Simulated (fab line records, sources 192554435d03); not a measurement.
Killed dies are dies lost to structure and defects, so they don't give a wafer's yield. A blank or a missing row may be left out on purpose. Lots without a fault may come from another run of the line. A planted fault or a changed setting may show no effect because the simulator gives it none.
fab line records | flow n5_finfet
record lots=12 wafers=36 last_day=18
route steps=1938 shown GATE_CUT@512 MOL_CONTACT_COAG@528 PASSIVATION@1936
lots that met no fault: from a run of the same line without faults
start_h: hours from the record's first day to the start of the lot's first wafer shown | wait_h: hours since the lot's step before | " the same as in the row above | L1.1+2: a row that stands for several wafers | - no value, or no start given | * or withheld: withheld | < > ~ a bound
route shown NAME@n: a module of which the file shows steps, and the number in the route of the first | usual: mean/standard deviation of fault-free wafers | same: alike in all rows | chamber/n: place in a boat | sites: the reading at each site | _std_site: their standard deviation | _edge_site: outer sites' mean less inner sites' | radius_mm: how far each site lies from the wafer's centre | mask NAME#n: copy n | behind: the tool/chamber that last shaped the wafer | hold: why the lot was held/for how many hours/how that ended | device: the transistor (n, p or np) that didn't switch | end of line: the same wafers' tests at the end of the route | a step without rows: its recipe alone | killed: dies lost to structure and defects at the first sort, not the wafer's yield | map: a wafer's dies, x killed, . not, _ none there
set.NAME: the setting as run; set.NAME@STEP: as run at that earlier step | model.NAME: the simulator's own value behind a step, which no gauge read
steps of the route over a sample of lots; a table a step, a row a wafer
services: from which hour (start_h, from the record's first day; less than 0 if before it) a tool's chamber was out of use, for how many hours, and why
## steps
# step N5_GATE_CUT_THK_MEAS_24
# recipe reads=SiO2_of_GATE_CUT_HM_DEP_46+SiO2_flowable_of_ILD0_FCVD_FILL_01
# usual GC_FILL_THK=219.4/1.9
# columns lot.wafer tool chamber start_h wait_h GC_FILL_THK[nm]
L794.4 film_metro-01 - 99.58 - 219.3
L794.5 " - " " 218.8
L794.6 " - " " 220.6
L796.1 film_metro-01 - 105.22 - 219.2
L796.2 " - " " 220.1
L796.4 " - " " 222.0
L797.1 film_metro-01 - 112.09 - 221.9
L797.4 " - " " 222.8
L797.6 " - " " 223.5
L798.1 film_metro-01 - 118.96 - 217.9
L798.3 " - " " 214.6
L798.6 " - " " 219.6
L799.3 film_metro-01 - 123.94 - 219.7
L799.4 " - " " 221.0
L799.5 " - " " 221.2
L809.2 film_metro-02 - 182.13 - 218.5
L809.3 " - " " 217.7
L809.5 " - " " 221.3
L810.2 film_metro-02 - 189.99 - 216.9
L810.3 " - " " 221.4
L810.6 " - " " 220.5
L812.3 film_metro-02 - 202.20 - 219.8
L812.4 " - " " 220.6
L812.6 " - " " 220.5
L813.1 film_metro-01 - 207.07 - 220.0
L813.5 " - " " 222.0
L813.6 " - " " 218.5
L814.2 film_metro-02 - 212.52 - 218.3
L814.3 " - " " 217.6
L814.4 " - " " 218.8
L815.2 film_metro-02 - 219.42 - 217.3
L815.4 " - " " 219.5
L815.6 " - " " 219.6
L816.3 film_metro-02 - 226.36 - 216.0
L816.5 " - " " 221.5
L816.6 " - " " 219.0
# step N5_MOL_CONTACT_COAG_INSPECT_10
# recipe mode=adi inspect_instrument=brightfield
# usual raw_defect_count=64/24
# columns lot.wafer tool chamber start_h wait_h raw_defect_count
L794.4 defect_inspect-02 - 100.72 0.0 79
L794.5 " - " " 117
L794.6 " - " " 65
L796.1 defect_inspect-02 - 106.35 0.1 50
L796.2 " - " " 42
L796.4 " - " " 31
L797.1 defect_inspect-02 - 113.21 0.1 69
L797.4 " - " " 40
L797.6 " - " " 40
L798.1 defect_inspect-02 - 120.10 0.1 124
L798.3 " - " " 51
L798.6 " - " " 58
L799.3 defect_inspect-01 - 125.07 0.0 60
L799.4 " - " " 79
L799.5 " - " " 36
L809.2 defect_inspect-01 - 183.38 0.0 97
L809.3 " - " " 72
L809.5 " - " " 83
L810.2 defect_inspect-02 - 191.11 0.0 49
L810.3 " - " " 37
L810.6 " - " " 50
L812.3 defect_inspect-02 - 203.43 0.0 40
L812.4 " - " " 57
L812.6 " - " " 130
L813.1 defect_inspect-02 - 209.22 0.1 60
L813.5 " - " " 42
L813.6 " - " " 52
L814.2 defect_inspect-01 - 213.78 0.0 56
L814.3 " - " " 58
L814.4 " - " " 44
L815.2 defect_inspect-01 - 220.68 0.0 59
L815.4 " - " " 39
L815.6 " - " " 44
L816.3 defect_inspect-01 - 227.48 0.0 43
L816.5 " - " " 80
L816.6 " - " " 63
# step N5_MOL_CONTACT_COAG_ETCH_15
# recipe chemistry=CH3F/O2 target=SiNx target_depth_a=70 mask_material=SOC stop_on=Si:P over_etch_frac=0.75 ion_energy_ev=120 pressure_mtorr=30 source_w=395 bias_w=73 Ar_flow_sccm=150 CH3F_flow_sccm=30 O2_flow_sccm=20
# usual drypump_motor_current_A=5.8/0.61 oes_product_au=0.59/0.065 rf_vpp_V=294/4.8 showerhead_plenum_p_Torr=1.97/0.061 throttle_valve_pct=16.31/0.28
# columns lot.wafer tool chamber start_h wait_h drypump_motor_current_A oes_product_au rf_hours_counter_h rf_vpp_V showerhead_plenum_p_Torr throttle_valve_pct
L794.4 rie_diel-06 0 101.00 0.0 4.9 0.53 - 292 1.91 16.72
L794.5 " 3 " " 6.5 0.56 - 292 2.09 16.47
L794.6 " 1 " " 5.9 0.51 - 291 1.89 16.35
L796.1 rie_diel-05 2 106.60 0.0 6.6 0.54 177 304 1.99 16.36
L796.2 " 0 " " 6.0 0.58 105 291 1.93 16.13
L796.4 " 1 " " 6.4 0.68 26 300 1.96 16.13
L797.1 rie_diel-05 3 113.47 0.0 4.9 0.65 16 296 1.97 15.85
L797.4 " 1 " " 6.4 0.68 28 300 1.96 16.17
L797.6 " 0 " " 6.0 0.59 - 291 1.93 16.11
L798.1 rie_diel-02 3 120.66 0.0 6.0 0.53 198 301 1.99 16.55
L798.3 " 0 " " 5.0 0.66 32 299 1.96 16.09
L798.6 " 3 " " 6.0 0.53 - 301 1.99 16.54
L799.3 rie_diel-06 3 125.32 0.0 6.5 0.56 157 293 2.08 16.48
L799.4 " 1 " " 5.9 0.51 241 291 1.89 16.36
L799.5 " 3 " " 6.5 0.55 - 292 2.08 16.48
L809.2 rie_diel-02 2 183.64 0.0 6.2 0.58 92 288 1.95 16.39
L809.3 " 0 " " 5.0 0.64 48 298 1.95 16.11
L809.5 " 2 " " 6.2 0.58 - 287 1.95 16.38
L810.2 rie_diel-05 3 191.47 0.0 4.9 0.61 47 296 1.96 15.89
L810.3 " 3 " " 4.9 0.62 - 296 1.96 15.90
L810.6 " 2 " " 6.6 0.52 - 304 1.97 16.41
L812.3 rie_diel-06 0 203.68 0.0 4.9 0.51 223 290 1.89 16.77
L812.4 " 3 " " 6.4 0.53 188 293 2.07 16.55
L812.6 " 1 " " 5.9 0.70 - 295 2.13 15.95
L813.1 rie_diel-02 3 209.47 0.0 6.0 0.51 232 301 1.98 16.60
L813.5 " 2 " " 6.3 0.57 - 288 1.95 16.40
L813.6 " 3 " " 6.0 0.51 - 302 1.98 16.61
L814.2 rie_diel-05 2 214.03 0.0 6.6 0.52 218 304 1.97 16.45
L814.3 " 3 " " 4.9 0.60 55 295 1.96 15.94
L814.4 " 1 " " 6.4 0.65 48 300 1.96 16.21
L815.2 rie_diel-06 1 220.99 0.0 5.9 0.68 15 295 2.13 15.96
L815.4 " 3 " " 6.4 0.54 - 293 2.07 16.55
L815.6 " 2 " " 6.2 0.65 - 290 1.96 16.23
L816.3 rie_diel-06 2 227.73 0.0 6.3 0.64 45 289 1.96 16.25
L816.5 " 3 " " 6.5 0.53 - 292 2.07 16.56
L816.6 " 0 " " 4.9 0.50 - 291 1.89 16.81
# step N5_MOL_CONTACT_COAG_IMPLANT_129
# recipe species=Ge energy_kev=3 dose_cm2=6e+14 tilt_deg=0 rotation_deg=0
# usual beam_energy_keV=2.9999/0.001 beam_on_s=35.1/1.5
# columns lot.wafer tool chamber start_h wait_h beam_energy_keV beam_on_s
L794.4 implanter-02 0 101.27 0.1 3.0002 33.4
L794.5 " 0 " " 2.9994 34.1
L794.6 " 0 " " 3.0017 33.2
L796.1 implanter-01 0 106.82 0.0 3.0011 36.7
L796.2 " 0 " " 2.9993 37.0
L796.4 " 0 " " 3.0002 37.0
L797.1 implanter-02 - 113.68 0.0 - -
L797.4 " - " " - -
L797.6 " - " " - -
L798.1 implanter-01 - 120.87 0.0 - -
L798.3 " - " " - -
L798.6 " - " " - -
L799.3 implanter-02 - 125.60 0.1 - -
L799.4 " - " " - -
L799.5 " - " " - -
L809.2 implanter-01 0 183.88 0.1 2.9997 35.3
L809.3 " 0 " " 2.9980 35.7
L809.5 " 0 " " 2.9975 37.0
L810.2 implanter-02 0 191.79 0.1 2.9997 33.5
L810.3 " 0 " " 3.0000 33.2
L810.6 " 0 " " 2.9995 34.2
L812.3 implanter-02 0 203.96 0.1 3.0005 33.8
L812.4 " 0 " " 2.9994 34.2
L812.6 " 0 " " 2.9995 33.9
L813.1 implanter-01 0 209.68 0.0 3.0004 37.6
L813.5 " 0 " " 3.0008 37.0
L813.6 " 0 " " 2.9999 35.0
L814.2 implanter-02 0 214.27 0.1 2.9984 34.1
L814.3 " 0 " " 2.9973 32.8
L814.4 " 0 " " 2.9995 33.4
L815.2 implanter-01 0 221.23 0.1 2.9993 35.6
L815.4 " 0 " " 2.9996 34.9
L815.6 " 0 " " 2.9994 34.5
L816.3 implanter-02 0 228.01 0.1 2.9995 34.2
L816.5 " 0 " " 2.9998 33.6
L816.6 " 0 " " 3.0007 33.6
# step N5_PASSIVATION_PROBE_49
# usual killed_at_M0_to_M3=36/10 killed_at_M4_up=13/5.5 killed_at_contacts=12/5.6 killed_at_front_end=42/12 killed_at_other=4/3.2 killed_dies=108/18 killed_open=71/13 killed_short=34/7.8
# same gross_dies=1180 killed_at_back_side=0
# columns lot.wafer tool chamber start_h wait_h killed_at_M0_to_M3 killed_at_M4_up killed_at_contacts killed_at_front_end killed_at_other killed_dies killed_open killed_short
L799.3 prober-01 - 315.97 0.1 27 14 7 34 2 84 59 25
# killed by level:class
L799.3 BEOL_M0_SAQP:geometric_particle:open=9 DUMMY_GATE:geometric_particle:open=8 BEOL_M0_SAQP:geometric_particle:short=7 FIN_SAQP:geometric_particle:open=6 MOL_CONTACT_COAG:geometric_particle:open=5 BEOL_M3:geometric_particle:open=5 BEOL_M2:geometric_particle:open=4 BEOL_M4:geometric_particle:open=4
## services
# columns tool chamber start_h hours kind
implanter-01 - 82.38 3.3 repair
rie_diel-06 2 89.66 4.8 repair
rie_diel-02 0 126.72 16.1 repair
implanter-02 - 147.24 5.4 repair
rie_diel-06 1 151.02 - clean
rie_diel-06 1 151.02 - consumable_replace:focus_ring
rie_diel-06 1 151.02 - consumable_replace:showerhead
rie_diel-06 1 151.02 25.5 scheduled_down
rie_diel-06 1 151.02 25.5 vent_cycle
implanter-02 - 157.12 4.4 pm
rie_diel-05 1 162.15 36.3 repair
rie_diel-06 2 197.89 1.5 repair
rie_diel-02 1 198.27 1.6 repair
rie_diel-06 0 220.63 6.6 repair
## key
first_sign step=N5_MOL_CONTACT_COAG_IMPLANT_129 reading=tool_record direction=missing
effect none on later readings
met_at N5_MOL_CONTACT_COAG_IMPLANT_129
struck_lots L797,L798,L799
tester_left_out L797,L798,L799
not_acting_at N5_GATE_CUT_THK_MEAS_24,N5_MOL_CONTACT_COAG_INSPECT_10,N5_MOL_CONTACT_COAG_ETCH_15
onset_between 106.82 113.68
fault kind=skipped_step_whole tool=implanter-01,implanter-02 chamber=- onset_h=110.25 steps=N5_MOL_CONTACT_COAG_IMPLANT_129 scope=struck_lots_only
# tester_left_out: of these lots the tester's yield and bins aren't shown, on N5 and GAA mostly nor the transistor test; their killed dies are dies lost to structure and defects alone, not to doping, threshold or leakage, so they don't give the yield
